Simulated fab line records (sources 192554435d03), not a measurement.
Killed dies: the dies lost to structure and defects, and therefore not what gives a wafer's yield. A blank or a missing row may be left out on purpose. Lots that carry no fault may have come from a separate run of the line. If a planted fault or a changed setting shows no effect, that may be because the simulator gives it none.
Lot-split experiment || flow n5 finfet || route with 1938 steps; 7 lots, 21 wafers read

THE SPLIT ITSELF
At N5_BEOL_M15_ILD_DEP_00 (deposits SiO2 from TEOS/O2, target thk 1629.3 nm, time 346.1 s), the setting time s was moved away from the recipe's 346.1 s on 4 of the 21 wafers read, by +6.5% to +10.9%. The other wafers ran this setting at the recipe's value.

Split to reading: the file shows no intervening step.

THE READING
M15_ILD_THK at N5_BEOL_M15_THK_MEAS_01, in nm. A value of 1620 nm with a standard deviation of 24 nm is what fault-free wafers of this fab line usually give.

{"wafer": "L074.1", "tool, chamber at the split": "pecvd-04, 2", "time s as run, s": 346.1, "against the recipe": "recipe", "M15_ILD_THK, nm": 1604, "against lot-mates on the recipe": "-"}
{"wafer": "L074.2", "tool, chamber at the split": "pecvd-04, 1", "time s as run, s": 346.1, "against the recipe": "recipe", "M15_ILD_THK, nm": 1614, "against lot-mates on the recipe": "-"}
{"wafer": "L074.5", "tool, chamber at the split": "pecvd-04, 0", "time s as run, s": 346.1, "against the recipe": "recipe", "M15_ILD_THK, nm": 1651, "against lot-mates on the recipe": "-"}
{"wafer": "L075.1", "tool, chamber at the split": "pecvd-04, 2", "time s as run, s": 368.7, "against the recipe": "+6.5%", "M15_ILD_THK, nm": 1738, "against lot-mates on the recipe": "+79"}
{"wafer": "L075.4", "tool, chamber at the split": "pecvd-04, 0", "time s as run, s": 368.7, "against the recipe": "+6.5%", "M15_ILD_THK, nm": 1753, "against lot-mates on the recipe": "+94"}
{"wafer": "L075.6", "tool, chamber at the split": "pecvd-04, 2", "time s as run, s": 346.1, "against the recipe": "recipe", "M15_ILD_THK, nm": 1659, "against lot-mates on the recipe": "-"}
{"wafer": "L079.1", "tool, chamber at the split": "pecvd-02, 0", "time s as run, s": 383.9, "against the recipe": "+10.9%", "M15_ILD_THK, nm": 1776, "against lot-mates on the recipe": "+131"}
{"wafer": "L079.4", "tool, chamber at the split": "pecvd-02, 1", "time s as run, s": 383.9, "against the recipe": "+10.9%", "M15_ILD_THK, nm": 1803, "against lot-mates on the recipe": "+158"}
{"wafer": "L079.5", "tool, chamber at the split": "pecvd-02, 2", "time s as run, s": 346.1, "against the recipe": "recipe", "M15_ILD_THK, nm": 1645, "against lot-mates on the recipe": "-"}
{"wafer": "L081.1", "tool, chamber at the split": "pecvd-02, 2", "time s as run, s": 346.1, "against the recipe": "recipe", "M15_ILD_THK, nm": 1600, "against lot-mates on the recipe": "-"}
{"wafer": "L081.3", "tool, chamber at the split": "pecvd-02, 1", "time s as run, s": 346.1, "against the recipe": "recipe", "M15_ILD_THK, nm": 1580, "against lot-mates on the recipe": "-"}
{"wafer": "L081.5", "tool, chamber at the split": "pecvd-02, 2", "time s as run, s": 346.1, "against the recipe": "recipe", "M15_ILD_THK, nm": 1605, "against lot-mates on the recipe": "-"}
{"wafer": "L085.1", "tool, chamber at the split": "pecvd-02, 2", "time s as run, s": 346.1, "against the recipe": "recipe", "M15_ILD_THK, nm": 1584, "against lot-mates on the recipe": "-"}
{"wafer": "L085.4", "tool, chamber at the split": "pecvd-02, 1", "time s as run, s": 346.1, "against the recipe": "recipe", "M15_ILD_THK, nm": 1618, "against lot-mates on the recipe": "-"}
{"wafer": "L085.6", "tool, chamber at the split": "pecvd-02, 0", "time s as run, s": 346.1, "against the recipe": "recipe", "M15_ILD_THK, nm": 1604, "against lot-mates on the recipe": "-"}
{"wafer": "L086.1", "tool, chamber at the split": "pecvd-02, 0", "time s as run, s": 346.1, "against the recipe": "recipe", "M15_ILD_THK, nm": 1614, "against lot-mates on the recipe": "-"}
{"wafer": "L086.4", "tool, chamber at the split": "pecvd-02, 1", "time s as run, s": 346.1, "against the recipe": "recipe", "M15_ILD_THK, nm": 1661, "against lot-mates on the recipe": "-"}
{"wafer": "L086.6", "tool, chamber at the split": "pecvd-02, 0", "time s as run, s": 346.1, "against the recipe": "recipe", "M15_ILD_THK, nm": 1646, "against lot-mates on the recipe": "-"}
{"wafer": "L092.1", "tool, chamber at the split": "pecvd-02, 0", "time s as run, s": 346.1, "against the recipe": "recipe", "M15_ILD_THK, nm": 1586, "against lot-mates on the recipe": "-"}
{"wafer": "L092.3", "tool, chamber at the split": "pecvd-02, 2", "time s as run, s": 346.1, "against the recipe": "recipe", "M15_ILD_THK, nm": 1620, "against lot-mates on the recipe": "-"}
{"wafer": "L092.5", "tool, chamber at the split": "pecvd-02, 0", "time s as run, s": 346.1, "against the recipe": "recipe", "M15_ILD_THK, nm": 1605, "against lot-mates on the recipe": "-"}

FIT RESULTS
A straight line over all 21 wafers: M15_ILD_THK changes by +16.7 nm for each +1% of time s; r = +0.93; the points scatter about the line by 25 nm.
The same after taking each lot's own level away (the mean of its wafers on the recipe; 21 wafers): +13.2 nm for each +1%; r = +0.96; scatter 15 nm.
According to that fit, moving time s by its largest amount changes the reading by 1.4e+02 nm.
The span of the lots' own levels, 1595.0 to 1659.0 nm, comes to 2.7 times the standard deviation stated above.
Thus the slope moves with the lot-to-lot level: the two fits are different.
Check: with one of the wafers moved furthest among these (+10.9%) left out of the fit, the line predicts +153 nm for it against its lot-mates. It came out at +131 nm against them.

OTHER SPLITS ON THESE WAFERS
These wafers also went through other splits before the reading. Each is held against what the fit with the lots' levels taken away leaves over:
{"other split on the same wafers": "N5_BEOL_M11_TRENCH_ETCH_37 bias w", "wafers away from the commonest value": 5, "r with M15_ILD_THK (lot level and that fit taken away)": "+0.03"}
{"other split on the same wafers": "N5_BEOL_M12_CMP_49 down force psi", "wafers away from the commonest value": 6, "r with M15_ILD_THK (lot level and that fit taken away)": -0.03}
{"other split on the same wafers": "N5_BEOL_M13_SPUTTER_43 time s", "wafers away from the commonest value": 6, "r with M15_ILD_THK (lot level and that fit taken away)": -0.04}

THE WHOLE CHAIN: every reading that the file lists as answering this split, in the file's order
{"step": "N5_BEOL_M15_ILD_DEP_00", "what it does": "deposits SiO2 from TEOS/O2, target thk 1629.3 nm, time 346.1 s", "reading": "SiO2_of_BEOL_M15_ILD_DEP_00.thk nm (the simulator's own value, which no gauge read)", "change (the file's fit)": "+13.3 nm for each +1% of the setting", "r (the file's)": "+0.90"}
{"step": "N5_BEOL_M15_THK_MEAS_01", "what it does": "", "reading": "M15_ILD_THK", "change (the file's fit)": "+13.3 for each +1% of the setting", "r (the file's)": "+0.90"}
{"step": "N5_BEOL_M15_VIA_ETCH_16", "what it does": "etches SiO2 in C4F8/O2/Ar, target depth 1792.2 nm", "reading": "etch.depth nm (the simulator's own value, which no gauge read)", "change (the file's fit)": "+13.3 nm for each +1% of the setting", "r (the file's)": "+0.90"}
{"step": "N5_BEOL_M15_CMP_49", "what it does": "polishes, stops on SiO2, t overpolish 4.9 s, target thk 850 nm", "reading": "SiO2_of_BEOL_M15_ILD_DEP_00.thk nm (the simulator's own value, which no gauge read)", "change (the file's fit)": "+13.5 nm for each +1% of the setting", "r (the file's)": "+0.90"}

FILE'S OWN FIT
M15_ILD_THK changes by +13.3 nm for each +1% of time s, r = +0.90.
